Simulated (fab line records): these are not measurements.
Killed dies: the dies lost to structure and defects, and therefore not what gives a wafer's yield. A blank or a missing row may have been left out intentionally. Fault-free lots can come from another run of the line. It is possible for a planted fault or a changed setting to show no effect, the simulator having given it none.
fab line records	flow n5_finfet
record lots=6	wafers=18	last_day=19
route steps=1938 shown BEOL_M1@790 PASSIVATION@1936
lots with no fault: from the same line, run without faults
start_h: the number of hours between the record's first day and the start of the first shown wafer of the lot	wait_h: how many hours have passed since the lot's step before this one	" same as the row above	L1.1+2: a row that stands for several wafers	- value missing, or start not given	* or withheld: withheld	< > ~ a bound
route shown NAME@n: NAME is a module with steps in the file, n the number in the route of the first one	usual: average and standard deviation across the fault-free wafers	same: alike in all rows	chamber/n: place in a boat	sites: per-site readings	_std_site: standard deviation of those values	_edge_site: mean of outer sites minus mean of inner sites	radius_mm: how far each site lies from the wafer's centre	mask NAME#n: copy n	behind: tool/chamber where the wafer was last shaped	hold: cause of the lot's hold/its duration in hours/its outcome	device: the transistor (n, p or np) that didn't switch	end of line: tests run on the same wafers once the route is complete	a step with no rows: only its recipe	killed: not the wafer's yield, but the dies lost to structure and defects at the first sort	map: per-die view of a wafer (x killed, . not killed, _ where there is no die)
set.NAME: the setting that was run; set.NAME@STEP: the one run at that earlier step	model.NAME: the simulator's own value behind a step, which no gauge read
a table for each step, a row for each wafer; lots at some steps of the route
services: from which hour (start_h, from the record's first day; less than 0 if before it) a tool's chamber was out of use, for how many hours, and why
## steps
# step N5_BEOL_M1_ETCH_77
# recipe chemistry=N2/H2	target=underlayer	target_depth_a=65	mask_material=CAR-EUV	time_s=5.2	ion_energy_ev=200	pressure_mtorr=30	source_w=840	bias_w=150	n2_flow_sccm=200	h2_flow_sccm=200	ends=cleared
# step N5_BEOL_M1_ETCH_69
# recipe chemistry=CF4	target=SiARC	target_depth_a=156	mask_material=CAR-EUV	time_s=26	ion_energy_ev=80	pressure_mtorr=40	source_w=545	bias_w=36	Ar_flow_sccm=100	cf4_flow_sccm=100	ends=cleared
# step N5_BEOL_M1_ALD_98
# recipe material=SiO2	target_thk_a=25	temp_c=100	ald_precursor_family=BDEAS	ald_co_reactant=O2-plasma	pulse_time_s=1	co_reactant_pulse_time_s=1	purge_time_s=2	co_reactant_purge_time_s=2	ald_cycles=17	pressure_torr=2
# step N5_BEOL_M1_ETCHBACK_99
# recipe chemistry=CHF3	target=SiO2	target_depth_a=50	time_s=10.4	source_w=215	bias_w=47	Ar_flow_sccm=200	CHF3_flow_sccm=12	ion_energy_ev=100	pressure_mtorr=30
# usual CHF3_flow_sccm=12.01/0.034	drypump_motor_current_A=5.7/0.37	oes_product_au=0.77/0.078	rf_vpp_V=241/4	showerhead_plenum_p_Torr=2.16/0.072	throttle_valve_pct=17.26/0.18
lot.wafer	tool	chamber	start_h	wait_h	CHF3_flow_sccm	drypump_motor_current_A	oes_product_au	rf_hours_counter_h	rf_vpp_V	showerhead_plenum_p_Torr	throttle_valve_pct
L752.1	rie_diel-03	0	170.92	7.9	12.02	5.4	0.75	178	244	2.15	17.21
L752.3	"	3	"	"	12.00	5.5	0.74	195	237	2.14	17.44
L752.5	"	3	"	"	12.05	5.5	0.74	-	237	2.14	17.45
L755.1	rie_diel-02	1	176.12	3.5	11.98	5.6	0.72	186	244	2.23	17.28
L755.2	"	2	"	"	12.01	5.7	0.72	195	232	2.14	17.43
L755.3	"	3	"	"	12.00	5.0	0.95	19	245	2.31	17.18
L759.1	rie_diel-03	3	196.35	0.1	12.03	5.5	0.74	202	237	2.14	17.45
L759.5	"	2	"	"	11.95	5.3	0.75	-	238	2.14	17.34
L759.6	"	1	"	"	11.95	5.9	0.95	-	249	2.28	17.06
L760.3	rie_diel-03	1	213.89	8.9	12.04	5.9	0.93	10	248	2.28	17.06
L760.4	"	3	"	"	11.99	5.5	0.72	207	236	2.14	17.47
L760.5	"	3	"	"	12.03	5.5	0.73	-	237	2.13	17.47
L766.3	rie_diel-01	2	247.26	1.0	12.00	5.5	0.73	184	239	2.21	17.40
L766.5	"	3	"	"	11.97	6.5	0.72	-	243	2.03	17.16
L766.6	"	0	"	"	11.98	5.7	0.70	-	240	2.15	17.38
L767.4	rie_diel-02	1	267.30	11.7	11.98	5.6	0.71	207	243	2.22	17.33
L767.5	"	3	"	"	12.03	5.0	0.91	-	247	2.30	17.24
L767.6	"	0	"	"	12.00	5.8	0.83	-	242	2.10	16.73
# step N5_BEOL_M1_ETCH_70
# recipe chemistry=N2/H2	target=SOC	target_depth_a=800	overetch_a=160	mask_material=SiARC	temp_c=40	time_s=120	ion_energy_ev=200	pressure_mtorr=30	source_w=840	bias_w=150	n2_flow_sccm=200	h2_flow_sccm=200
# step N5_BEOL_M1_STRIP_71
# recipe chemistry=N2/H2	temp_c=40	n2_flow_sccm=200	h2_flow_sccm=200	rf_frequency_hz=6e+07
# step N5_BEOL_M1_STRIP_78
# recipe chemistry=N2/H2	temp_c=40	n2_flow_sccm=200	h2_flow_sccm=200	rf_frequency_hz=6e+07
# step N5_BEOL_M1_VIA_ETCH_34
# recipe chemistry=C4F6/O2	target_depth_a=678	mask_material=SOC	pressure_mtorr=15	ion_energy_ev=250	taper_deg=4	time_s=64.4	source_w=350	bias_w=170	Ar_flow_sccm=300	C4F6_flow_sccm=10	O2_flow_sccm=10
# step N5_BEOL_M1_STRIP_83
# recipe chemistry=C4F6/O2	resist=SiARC	rf_frequency_hz=6e+07
# step N5_BEOL_M1_STRIP_36
# recipe chemistry=N2/H2	power_w=450	temp_c=40	pressure_mtorr=20	rf_frequency_hz=6e+07	overash_fraction=0.3	bias_power_w=7	h2_frac=0.5	n2_flow_sccm=200	h2_flow_sccm=200
# step N5_BEOL_M1_TRENCH_ETCH_37
# recipe chemistry=C4F6/O2	target_depth_a=552.07	target=SiOC	time_s=29	ion_energy_ev=250	pressure_mtorr=30	source_w=355	bias_w=185	Ar_flow_sccm=300	C4F6_flow_sccm=10	O2_flow_sccm=10
# step N5_BEOL_M1_ETCH_41
# recipe chemistry=CH3F/O2	target=SiCN	target_depth_a=319	taper_deg=2	time_s=57.8	ion_energy_ev=120	mask_material=TiN	pressure_mtorr=30	source_w=395	bias_w=75	Ar_flow_sccm=150	CH3F_flow_sccm=30	O2_flow_sccm=20
# usual drypump_motor_current_A=5.7/0.37	oes_product_au=0.77/0.079	rf_vpp_V=297.6/1.6	showerhead_plenum_p_Torr=2.01/0.068	throttle_valve_pct=16.51/0.18
lot.wafer	tool	chamber	start_h	wait_h	drypump_motor_current_A	oes_product_au	rf_hours_counter_h	rf_vpp_V	showerhead_plenum_p_Torr	throttle_valve_pct
L752.1	rie_diel-03	0	-	-	5.4	0.75	178	298.6	2.00	16.43
L752.3	"	3	"	"	5.5	0.73	196	296.2	1.99	16.69
L752.5	"	3	"	"	5.5	0.74	-	296.3	1.99	16.70
L755.1	rie_diel-02	1	-	-	5.6	0.72	186	296.9	2.07	16.55
L755.2	"	2	"	"	5.6	0.72	195	297.3	1.99	16.66
L755.3	"	3	"	"	5.0	0.95	19	300.5	2.15	16.43
L759.1	rie_diel-03	3	-	-	5.5	0.73	202	297.2	1.99	16.71
L759.5	"	2	"	"	5.3	0.76	-	298.3	1.99	16.60
L759.6	"	1	"	"	5.9	0.96	-	299.9	2.12	16.29
L760.3	rie_diel-03	3	-	-	5.5	0.73	207	295.6	1.99	16.72
L760.4	"	2	"	"	5.3	0.75	-	299.3	1.99	16.60
L760.5	"	3	"	"	5.5	0.73	-	296.6	1.99	16.73
L766.3	rie_diel-01	2	-	-	5.5	0.72	184	299.5	2.05	16.67
L766.5	"	3	"	"	6.4	0.71	-	295.1	1.89	16.41
L766.6	"	0	"	"	5.7	0.70	-	295.9	1.99	16.63
L767.4	rie_diel-02	1	-	-	5.6	0.71	207	297.8	2.06	16.57
L767.5	"	3	"	"	5.0	0.91	-	300.2	2.14	16.45
L767.6	"	0	"	"	5.7	0.82	-	296.6	1.95	15.97
# step N5_BEOL_M1_STRIP_97
# recipe chemistry=N2/H2	time_s=10	power_w=450	temp_c=40	pressure_mtorr=20	rf_frequency_hz=6e+07	bias_power_w=7	n2_flow_sccm=200	h2_flow_sccm=200
# usual drypump_motor_current_A=5.7/0.37	oes_product_au=0.77/0.078	rf_vpp_V=59.2/0.96	showerhead_plenum_p_Torr=2.55/0.083	throttle_valve_pct=23.89/0.22
lot.wafer	tool	chamber	start_h	wait_h	drypump_motor_current_A	oes_product_au	rf_hours_counter_h	rf_vpp_V	showerhead_plenum_p_Torr	throttle_valve_pct
L752.1	rie_diel-03	0	171.23	-	5.4	0.75	178	59.1	2.54	24.02
L752.3	"	3	"	"	5.5	0.75	196	59.9	2.51	24.12
L752.5	"	3	"	"	5.5	0.75	-	61.1	2.51	24.11
L755.1	rie_diel-02	1	176.43	-	5.6	0.72	186	60.2	2.64	24.01
L755.2	"	2	"	"	5.7	0.72	195	60.8	2.52	23.99
L755.3	"	3	"	"	5.0	0.94	19	60.7	2.70	23.58
L759.1	rie_diel-03	3	196.66	-	5.5	0.74	202	60.6	2.51	24.11
L759.5	"	2	"	"	5.3	0.75	-	58.7	2.52	23.72
L759.6	"	1	"	"	5.9	0.95	-	60.0	2.71	23.88
L760.3	rie_diel-03	3	214.20	-	5.5	0.74	207	59.2	2.51	24.11
L760.4	"	2	"	"	5.3	0.75	-	59.7	2.52	23.72
L760.5	"	3	"	"	5.5	0.74	-	59.9	2.50	24.10
L766.3	rie_diel-01	2	247.57	-	5.5	0.72	184	59.6	2.64	23.85
L766.5	"	3	"	"	6.4	0.72	-	58.3	2.42	23.95
L766.6	"	0	"	"	5.8	0.71	-	59.0	2.53	24.01
L767.4	rie_diel-02	1	267.62	-	5.6	0.72	207	58.4	2.63	24.05
L767.5	"	3	"	"	5.1	0.91	-	58.3	2.69	23.62
L767.6	"	0	"	"	5.8	0.83	-	59.7	2.48	23.26
# step N5_BEOL_M1_OCD_MEAS_38
# usual trench_depth_nm=55.4/0.96
lot.wafer	tool	chamber	start_h	wait_h	trench_depth_nm
L752.1	ocd-01	-	171.31	-	56.8
L752.3	"	-	"	"	55.0
L752.5	"	-	"	"	55.6
L755.1	ocd-02	-	176.51	-	53.3
L755.2	"	-	"	"	55.1
L755.3	"	-	"	"	55.9
L759.1	ocd-01	-	196.74	-	55.3
L759.5	"	-	"	"	55.1
L759.6	"	-	"	"	58.7
L760.3	ocd-02	-	214.28	-	54.1
L760.4	"	-	"	"	55.5
L760.5	"	-	"	"	54.4
L766.3	ocd-01	-	247.65	-	55.9
L766.5	"	-	"	"	56.6
L766.6	"	-	"	"	55.4
L767.4	ocd-01	-	267.70	-	54.4
L767.5	"	-	"	"	57.1
L767.6	"	-	"	"	55.1
# step N5_BEOL_M1_HM_STRIP_39
# recipe chemistry=peroxide_tin_strip	material=TiN	target_depth_a=250	temp_c=50	time_s=158
# step N5_BEOL_M1_SRD_40
# recipe time_s=30	temp_c=23	rinse_liquid=diw	dry=ipa_marangoni
# step N5_BEOL_M1_PRECLEAN_42
# recipe chemistry=residue_remover	time_s=60	temp_c=40
# step N5_BEOL_M1_SRD_43
# recipe time_s=30	temp_c=23	rinse_liquid=diw	dry=ipa_marangoni
# step N5_BEOL_M1_CD_MEAS_35
# recipe target_cd_nm=18	target_cd_y_nm=21	polarity=opening
# usual cd_nm=18.1/0.35
lot.wafer	tool	chamber	start_h	wait_h	cd_nm
L752.1	cd_sem-03	-	171.46	0.0	18.4
L752.3	"	-	"	"	17.3
L752.5	"	-	"	"	17.9
L755.1	cd_sem-02	-	176.66	0.0	17.7
L755.2	"	-	"	"	17.5
L755.3	"	-	"	"	18.0
L759.1	cd_sem-02	-	196.89	0.0	17.8
L759.5	"	-	"	"	18.2
L759.6	"	-	"	"	18.0
L760.3	cd_sem-02	-	214.44	0.0	18.3
L760.4	"	-	"	"	17.8
L760.5	"	-	"	"	17.7
L766.3	cd_sem-03	-	247.81	0.0	18.2
L766.5	"	-	"	"	18.0
L766.6	"	-	"	"	18.1
L767.4	cd_sem-02	-	267.86	0.0	17.7
L767.5	"	-	"	"	18.2
L767.6	"	-	"	"	19.0
# step N5_BEOL_M1_DEGAS_44
# recipe ambient=vacuum	temp_c=250	time_s=60
# step N5_BEOL_M1_PRE_CLEAN_45
# recipe gas=H2/He	time_s=30	temp_c=250
# step N5_BEOL_M1_ALD_84
# recipe material=TaN	target_thk_a=*	temp_c=275	ald_precursor_family=PDMAT	ald_co_reactant=NH3	pressure_torr=3	carrier_flow_sccm=1500	pulse_time_s=2	purge_time_s=3	co_reactant_purge_time_s=2	co_reactant_pulse_time_s=3	ald_cycles=30	precursor_vessel_temp_c=75	precursor_vessel_pressure_torr=26.25	precursor_vessel_carrier_sccm=1000
# usual heater_power_outer_w=227/22	heater_power_w=413/36	precursor_vessel_temp_c=74.99/0.12
# same co_reactant_purge_time_s=2
lot.wafer	tool	chamber	start_h	wait_h	heater_power_outer_w	heater_power_w	precursor_vessel_temp_c
L752.1	ald_metal-01	1	171.87	0.0	194	357	75.04
L752.3	"	2	"	"	268	502	74.99
L752.5	"	3	"	"	222	420	74.88
L755.1	ald_metal-01	2	177.00	0.1	274	500	75.09
L755.2	"	0	"	"	239	419	74.80
L755.3	"	3	"	"	236	424	75.04
L759.1	ald_metal-03	3	197.21	0.2	247	431	74.92
L759.5	"	3	"	"	244	427	75.10
L759.6	"	0	"	"	210	397	75.05
L760.3	ald_metal-04	0	215.21	0.1	216	407	75.11
L760.4	"	2	"	"	246	420	75.13
L760.5	"	1	"	"	225	368	75.04
L766.3	ald_metal-04	0	248.07	0.0	218	408	74.95
L766.5	"	1	"	"	227	373	74.97
L766.6	"	0	"	"	216	400	74.93
L767.4	ald_metal-03	3	268.20	0.2	245	431	75.21
L767.5	"	2	"	"	200	379	74.82
L767.6	"	0	"	"	208	392	74.77
# step N5_BEOL_M1_SURFACE_TREAT_85
# recipe gas=Ar	time_s=*	ion_energy_ev=*	ion_current_ma_cm2=0.5	pressure_mtorr=*	ar_flow_sccm=30
# step N5_BEOL_M1_CVD_47
# recipe material=Co	target_thk_a=30	temp_c=withheld	precursor=CCTBA/H2	pressure_torr=30	time_s=223.8
# step N5_BEOL_M1_SPUTTER_48
# recipe material=Cu	target_thk_a=45	temp_c=-20	chamber_pressure_pa=0.07	power_w=withheld	time_s=8.29
# step N5_BEOL_M1_ANNEAL_49
# recipe temp_c=400	time_s=240	ambient=vacuum
# step N5_BEOL_M1_SPUTTER_79
# recipe material=Cu	target_thk_a=45	temp_c=-20	chamber_pressure_pa=0.07	power_w=withheld	time_s=8.29
# step N5_BEOL_M1_ANNEAL_80
# recipe temp_c=400	time_s=240	ambient=vacuum
# step N5_BEOL_M1_SPUTTER_81
# recipe material=Cu	target_thk_a=45	temp_c=-20	chamber_pressure_pa=0.07	power_w=withheld	time_s=8.29
# step N5_BEOL_M1_ANNEAL_82
# recipe temp_c=400	time_s=240	ambient=vacuum
# step N5_BEOL_M1_SPUTTER_86
# recipe material=Cu	target_thk_a=45	temp_c=-20	chamber_pressure_pa=0.07	power_w=withheld	time_s=8.29
# step N5_BEOL_M1_ANNEAL_87
# recipe temp_c=400	time_s=240	ambient=vacuum
# step N5_BEOL_M1_SPUTTER_88
# recipe material=Cu	target_thk_a=45	temp_c=-20	chamber_pressure_pa=0.07	power_w=withheld	time_s=8.29
# step N5_BEOL_M1_ANNEAL_89
# recipe temp_c=400	time_s=240	ambient=vacuum
# step N5_BEOL_M1_SPUTTER_90
# recipe material=Cu	target_thk_a=45	temp_c=-20	chamber_pressure_pa=0.07	power_w=withheld	time_s=8.29
# step N5_BEOL_M1_ANNEAL_91
# recipe temp_c=400	time_s=240	ambient=vacuum
# step N5_BEOL_M1_SPUTTER_92
# recipe material=Cu	target_thk_a=45	temp_c=-20	chamber_pressure_pa=0.07	power_w=withheld	time_s=8.29
# step N5_BEOL_M1_ANNEAL_93
# recipe temp_c=400	time_s=240	ambient=vacuum
# usual heater_power_w=825/120
lot.wafer	tool	chamber	start_h	wait_h	heater_power_w
L752.1	pvd_sputter-03	-	173.98	0.0	751
L752.3	"	-	"	"	931
L752.5	"	-	"	"	737
L755.1	pvd_sputter-03	-	179.28	0.0	727
L755.2	"	-	"	"	839
L755.3	"	-	"	"	758
L759.1	pvd_sputter-01	-	200.74	0.0	564
L759.5	"	-	"	"	832
L759.6	"	-	"	"	559
L760.3	pvd_sputter-01	-	218.84	0.0	552
L760.4	"	-	"	"	835
L760.5	"	-	"	"	852
L766.3	pvd_sputter-03	-	250.05	0.0	744
L766.5	"	-	"	"	837
L766.6	"	-	"	"	746
L767.4	pvd_sputter-03	-	270.87	0.0	947
L767.5	"	-	"	"	939
L767.6	"	-	"	"	745
# step N5_BEOL_M1_SPUTTER_94
# recipe material=Cu	target_thk_a=45	temp_c=-20	chamber_pressure_pa=0.07	power_w=withheld	time_s=8.29
# usual throttle_valve_pct=30.6/1
lot.wafer	tool	chamber	start_h	wait_h	throttle_valve_pct
L752.1	pvd_sputter-03	-	174.12	0.1	30.8
L752.3	"	-	"	"	31.2
L752.5	"	-	"	"	28.7
L755.1	pvd_sputter-03	-	179.42	0.1	30.6
L755.2	"	-	"	"	30.5
L755.3	"	-	"	"	28.9
L759.1	pvd_sputter-01	-	200.88	0.1	29.6
L759.5	"	-	"	"	31.9
L759.6	"	-	"	"	29.6
L760.3	pvd_sputter-01	-	218.98	0.1	29.8
L760.4	"	-	"	"	32.2
L760.5	"	-	"	"	32.1
L766.3	pvd_sputter-03	-	250.19	0.1	30.8
L766.5	"	-	"	"	30.3
L766.6	"	-	"	"	28.8
L767.4	pvd_sputter-03	-	271.01	0.1	31.3
L767.5	"	-	"	"	31.2
L767.6	"	-	"	"	28.9
# step N5_BEOL_M1_ANNEAL_95
# recipe temp_c=400	time_s=240	ambient=vacuum
# step N5_BEOL_M1_SPUTTER_96
# recipe material=Cu	target_thk_a=45	temp_c=-20	chamber_pressure_pa=0.07	power_w=withheld	time_s=8.29
# step N5_BEOL_M1_ECD_50
# recipe material=Cu	target_thk_a=3000
# step N5_PASSIVATION_PROBE_49
# usual defect_limited_yield=91.1/1.4	killed_at_M0_to_M3=36/11	killed_at_M4_up=14/5.2	killed_at_contacts=12/6.1	killed_at_front_end=40/12	killed_at_other=3.2/2.5	killed_dies=105/16	killed_open=68/12	killed_short=35/8.7	sort_bin_5_function=5.2/0.89	sort_bin_6_memory=3.3/0.66	sort_n_pass=1074/16	sort_yield_pct=91.1/1.4
# same gross_dies=1180	killed_at_back_side=0	sort_bin_4_leakage[%]=0	sort_bin_8_speed[%]=0
lot.wafer	tool	chamber	start_h	wait_h	defect_limited_yield[%]	killed_at_M0_to_M3	killed_at_M4_up	killed_at_contacts	killed_at_front_end	killed_at_other	killed_dies	killed_open	killed_short	sort_bin_5_function[%]	sort_bin_6_memory[%]	sort_n_pass	sort_yield_pct[%]
L752.5	prober-01	-	333.06	0.2	91.3	49	13	8	27	6	103	64	38	5.7	2.8	1077	91.3
L759.5	prober-02	-	370.26	0.2	81.9	164	11	5	31	2	213	62	23	11.8	4.2	967	81.9
L760.4	prober-01	-	388.29	0.2	78.6	179	17	12	41	3	252	83	46	14.3	4.8	928	78.6
L767.4	prober-01	-	448.96	0.2	91.3	27	6	16	48	6	103	66	31	5.1	2.7	1077	91.3
L767.5	prober-01	-	449.01	0.2	90.8	24	12	15	55	3	109	73	34	5.3	3.6	1071	90.8
L767.6	prober-01	-	449.06	0.3	92.8	30	15	8	28	4	85	56	26	4.2	2.6	1095	92.8
# killed by level:class
L752.5 BEOL_M0_SAQP:geometric_particle:open=15 BEOL_M0_SAQP:geometric_particle:short=14 FIN_SAQP:geometric_particle:open=9 MOL_CONTACT_COAG:geometric_particle:open=8 BEOL_M2:geometric_particle:open=6 BEOL_M1:geometric_particle:open=5 BEOL_M3:geometric_particle:open=4 BEOL_M4:geometric_particle:open=4
L759.5 BEOL_M1:unspecified=128 BEOL_M0_SAQP:geometric_particle:short=10 BEOL_M2:geometric_particle:open=10 FIN_SAQP:geometric_particle:open=8 BEOL_M3:geometric_particle:open=8 BEOL_M4:geometric_particle:open=7 STARTING-WAFER:geometric_particle:open=7 MOL_CONTACT_COAG:geometric_particle:open=5
L760.4 BEOL_M1:unspecified=123 BEOL_M0_SAQP:geometric_particle:short=13 BEOL_M3:geometric_particle:open=11 MOL_CONTACT_COAG:geometric_particle:open=11 BEOL_M2:geometric_particle:open=11 FIN_SAQP:geometric_particle:short=10 BEOL_M4:geometric_particle:open=9 FIN_SAQP:geometric_particle:open=6
L767.4 MOL_CONTACT_COAG:geometric_particle:open=11 FIN_SAQP:geometric_particle:open=8 DUMMY_GATE:geometric_particle:open=8 FIN_SAQP:geometric_particle:short=6 STI_FIN_REVEAL:geometric_particle:open=6 BEOL_M1:geometric_particle:open=6 BEOL_M3:geometric_particle:open=6 MOL_CONTACT_COAG:geometric_particle:short=5
L767.5 STI_FIN_REVEAL:geometric_particle:open=15 FIN_SAQP:geometric_particle:short=10 MOL_CONTACT_COAG:geometric_particle:open=9 FIN_SAQP:geometric_particle:open=8 BEOL_M0_SAQP:geometric_particle:short=8 DUMMY_GATE:geometric_particle:open=7 BEOL_M2:geometric_particle:open=6 MOL_CONTACT_COAG:geometric_particle:short=5
L767.6 BEOL_M0_SAQP:geometric_particle:open=8 FIN_SAQP:geometric_particle:open=7 MOL_CONTACT_COAG:geometric_particle:open=7 BEOL_M0_SAQP:geometric_particle:short=7 BEOL_M3:geometric_particle:open=6 FIN_SAQP:geometric_particle:short=5 DUMMY_GATE:geometric_particle:open=5 BEOL_M2:geometric_particle:open=5
# map L759.5 (x killed, . not)
_________________.x........x.________________
______________.................._____________
___________....x........x.x........__________
__________x...............x..x....x._________
________............................x._______
_______....................x.....x.....______
______.............x........x......x...._____
_____..x.......x.........................____
____..x.....................xx.x....x.....___
___...................x......x.............__
___xx.......x...xx......xxx.xxxx....x......__
__...x................x..xxxxxx.xx.x.x....x._
__..x...........x.....x.xxxxxxxxxxxxx......._
_..x....................xxxxxxxxxxxx.x...x...
_......................xxxxxxxxxxxxxx........
_.........x........x..xxxxxxxxxxxxxx..xx..x..
_..............x........xxxxxxxxxxx.....x....
_x.............x......xx.xxxxxxxxxxxx........
_x.......x..............xxxxxxxxx.xxx..x.....
_........x.......x.x...x..xxxxxxx.xx....x....
_.....x....x.........x...xx.xx.xx........x...
__............x.x....x.........x...x........_
__..........x..................x...x........_
___..x...................x............x....__
___.x.....x..x........x.x......x......x....__
____.....x...........x....................___
_____............x.............x.........____
______.....x........................x..._____
_______..................x............x______
________.............................._______
__________...................x...x.._________
___________..x.................x...__________
______________.................x_____________
_________________............________________
# map L760.4 (x killed, . not)
_________________........x...________________
______________...x.x......x....._____________
___________...x....xx...x.......x..__________
__________.x.x.....x..x....x........_________
________......x........xx........x...._______
_______..x.xx........................xx______
______............x.........xx......x..._____
_____.x..x......x..........x..x.x...x....____
____.....x....x................x..........___
___....x....x..x....x.xx.x...x..x..........__
___....x.....x...........x.xxxxxx.xx.......__
__....................x..xxxxxxxxxxx........_
__x.xx......x..x....x...x.xxxxxxxxx...x....._
_......x...............x.xxxxxxxxxxxxx..x..x.
_...x..x.....x...x......xxxxxxxxxxxxxxx......
_...x.x.....x..x..x.....xxxxxxxxxxxx.........
_...................x.xxxxxxxxxxxxxxx..x...x.
_x......................xxxxxxxxxxxxxx.x.....
_...x...x..x.x....x..x..xxxxxxxxxxxx.........
_............x..x.x......xxxxxxxxxxxx........
_x.x...x..x..x..........x..x...x...x.......x.
__......................x.x..xxx........x..._
__........x....x..x....x.x............x....._
___x..........x...................x........__
___....................x......x...x........__
____x...........x.........................___
_____...............x......x.............____
______....x............................._____
_______x..........x..........x........x______
________..............x..............._______
__________x..x.........x...x........_________
___________.x...x..............xx..__________
______________.................._____________
_________________............________________
## services
tool	chamber	start_h	hours	kind
ald_metal-04	-	147.83	2.8	pm
rie_diel-01	1	149.61	2.3	repair
rie_diel-01	2	150.61	2.8	repair
rie_diel-03	1	161.54	-	clean
rie_diel-03	1	161.54	-	consumable_replace:focus_ring
rie_diel-03	1	161.54	-	consumable_replace:showerhead
rie_diel-03	1	161.54	15.7	scheduled_down
rie_diel-03	1	161.54	15.7	vent_cycle
pvd_sputter-03	-	168.35	2.5	repair
ald_metal-04	-	188.72	1.3	repair
ald_metal-01	2	209.68	14.3	repair
ald_metal-03	1	233.92	3.8	repair
rie_diel-03	-	238.74	15.6	pm
rie_diel-02	-	241.28	5.4	repair
pvd_sputter-03	-	256.81	10.5	repair
rie_diel-03	0	260.05	1.3	repair
ald_metal-03	1	267.26	1.5	repair
## key
first_sign step=N5_PASSIVATION_PROBE_49	reading=killed_at_M0_to_M3	direction=up	sigmas=13	usual=36	struck=172
effect step=N5_PASSIVATION_PROBE_49	reading=killed_dies	direction=up	sigmas=7.7	usual=105	struck=232
more_kills_born_at N5_BEOL_M1_STRIP_97@rie_diel-03=251
met_at N5_BEOL_M1_STRIP_97
struck_wafers L759.5,L760.4
fault kind=chamber_particle_source	tool=rie_diel-03	chamber=2	onset_h=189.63	steps=N5_BEOL_M1_STRIP_97	rate_per_visit_cm2=0.82864	end_h=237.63
